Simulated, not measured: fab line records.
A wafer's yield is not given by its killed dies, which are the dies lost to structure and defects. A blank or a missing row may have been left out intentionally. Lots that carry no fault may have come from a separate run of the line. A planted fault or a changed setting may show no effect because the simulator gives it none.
Chamber matching :: flow nand-harc :: 4 sister chambers for NHARC_A_STAIRCASE_DESCUM_219 on rie-diel-07
The step chemistry O2, time 3 s. 16 wafers are shown with their chamber, then 8 later ones without.

WAFERS PAIRED WITH THEIR CHAMBERS
wafer: L075.2
chamber: 1
drypump-motor-current-A (A): 5.9
showerhead-plenum-p-Torr (Torr): 1.89
oes-product-au (a.u.): 0.986

wafer: L075.4
chamber: 0
drypump-motor-current-A (A): 6.3
showerhead-plenum-p-Torr (Torr): 1.83
oes-product-au (a.u.): 0.989

wafer: L075.5
chamber: 3
drypump-motor-current-A (A): 4.9
showerhead-plenum-p-Torr (Torr): 1.98
oes-product-au (a.u.): 0.994

wafer: L076.3
chamber: 3
drypump-motor-current-A (A): 4.9
showerhead-plenum-p-Torr (Torr): 1.98
oes-product-au (a.u.): 0.995

wafer: L076.4
chamber: 0
drypump-motor-current-A (A): 6.3
showerhead-plenum-p-Torr (Torr): 1.83
oes-product-au (a.u.): 0.995

wafer: L076.5
chamber: 0
drypump-motor-current-A (A): 6.3
showerhead-plenum-p-Torr (Torr): 1.83
oes-product-au (a.u.): 0.992

wafer: L079.1
chamber: 1
drypump-motor-current-A (A): 5.9
showerhead-plenum-p-Torr (Torr): 1.89
oes-product-au (a.u.): 0.982

wafer: L079.3
chamber: 0
drypump-motor-current-A (A): 6.3
showerhead-plenum-p-Torr (Torr): 1.83
oes-product-au (a.u.): 0.986

wafer: L079.4
chamber: 2
drypump-motor-current-A (A): 6.1
showerhead-plenum-p-Torr (Torr): 1.99
oes-product-au (a.u.): 0.986

wafer: L092.1
chamber: 2
drypump-motor-current-A (A): 6.1
showerhead-plenum-p-Torr (Torr): 1.98
oes-product-au (a.u.): 0.989

wafer: L092.3
chamber: 1
drypump-motor-current-A (A): 5.9
showerhead-plenum-p-Torr (Torr): 1.88
oes-product-au (a.u.): 0.989

wafer: L092.6
chamber: 3
drypump-motor-current-A (A): 4.9
showerhead-plenum-p-Torr (Torr): 1.97
oes-product-au (a.u.): 0.987

wafer: L091.2
chamber: 2
drypump-motor-current-A (A): 6.2
showerhead-plenum-p-Torr (Torr): 1.98
oes-product-au (a.u.): 0.991

wafer: L091.3
chamber: 0
drypump-motor-current-A (A): 6.3
showerhead-plenum-p-Torr (Torr): 1.82
oes-product-au (a.u.): 0.992

wafer: L091.6
chamber: 1
drypump-motor-current-A (A): 5.9
showerhead-plenum-p-Torr (Torr): 1.88
oes-product-au (a.u.): 0.989

wafer: L094.1
chamber: 3
drypump-motor-current-A (A): 4.9
showerhead-plenum-p-Torr (Torr): 1.96
oes-product-au (a.u.): 0.989

SIGNATURES (averages over the wafers above)
reading: drypump-motor-current-A
chamber 0: 6.300
chamber 1: 5.900
chamber 2: 6.133
chamber 3: 4.900
scatter within a chamber: 0.0236

reading: showerhead-plenum-p-Torr
chamber 0: 1.8280
chamber 1: 1.8850
chamber 2: 1.9833
chamber 3: 1.9725
scatter within a chamber: 0.00659

reading: oes-product-au
chamber 0: 0.99080
chamber 1: 0.98650
chamber 2: 0.98867
chamber 3: 0.99125
scatter within a chamber: 0.00338
Rule: a wafer lies at a distance from a chamber equal to the root of the sum of squares, over the readings, of (its reading less the chamber's mean, divided by the reading's scatter). The wafer belongs to the nearest chamber; if the next one is less than 2 further off, it can't be placed. The scatter is the square root of a quotient: the sum, over the shown wafers, of each reading's squared deviation from its chamber's mean, divided by wafers minus chambers.

WAFERS WHOSE CHAMBER IS MISSING
wafer: L094.2
drypump-motor-current-A (A): 6.1
showerhead-plenum-p-Torr (Torr): 1.98
oes-product-au (a.u.): 0.995

wafer: L094.5
drypump-motor-current-A (A): 5.9
showerhead-plenum-p-Torr (Torr): 1.87
oes-product-au (a.u.): 0.993

wafer: L095.2
drypump-motor-current-A (A): 6.1
showerhead-plenum-p-Torr (Torr): 1.98
oes-product-au (a.u.): 1.000

wafer: L095.3
drypump-motor-current-A (A): 4.9
showerhead-plenum-p-Torr (Torr): 1.96
oes-product-au (a.u.): 0.985

wafer: L095.5
drypump-motor-current-A (A): 6.3
showerhead-plenum-p-Torr (Torr): 1.81
oes-product-au (a.u.): 0.994

wafer: L096.3
drypump-motor-current-A (A): 6.2
showerhead-plenum-p-Torr (Torr): 1.97
oes-product-au (a.u.): 1.011

wafer: L096.5
drypump-motor-current-A (A): 5.9
showerhead-plenum-p-Torr (Torr): 1.87
oes-product-au (a.u.): 0.996

wafer: L096.6
drypump-motor-current-A (A): 6.3
showerhead-plenum-p-Torr (Torr): 1.81
oes-product-au (a.u.): 0.990

THE CHAMBER EACH PASSED THROUGH
wafer: L094.2
from the rows above: 2
in truth: 2

wafer: L094.5
from the rows above: 1
in truth: 1

wafer: L095.2
from the rows above: 2
in truth: 2

wafer: L095.3
from the rows above: 3
in truth: 3

wafer: L095.5
from the rows above: 0
in truth: 0

wafer: L096.3
from the rows above: 2
in truth: 2

wafer: L096.5
from the rows above: 1
in truth: 1

wafer: L096.6
from the rows above: 0
in truth: 0
8 of 8 placed correctly. Not placeable from these rows: 0. Number placed wrongly: 0.
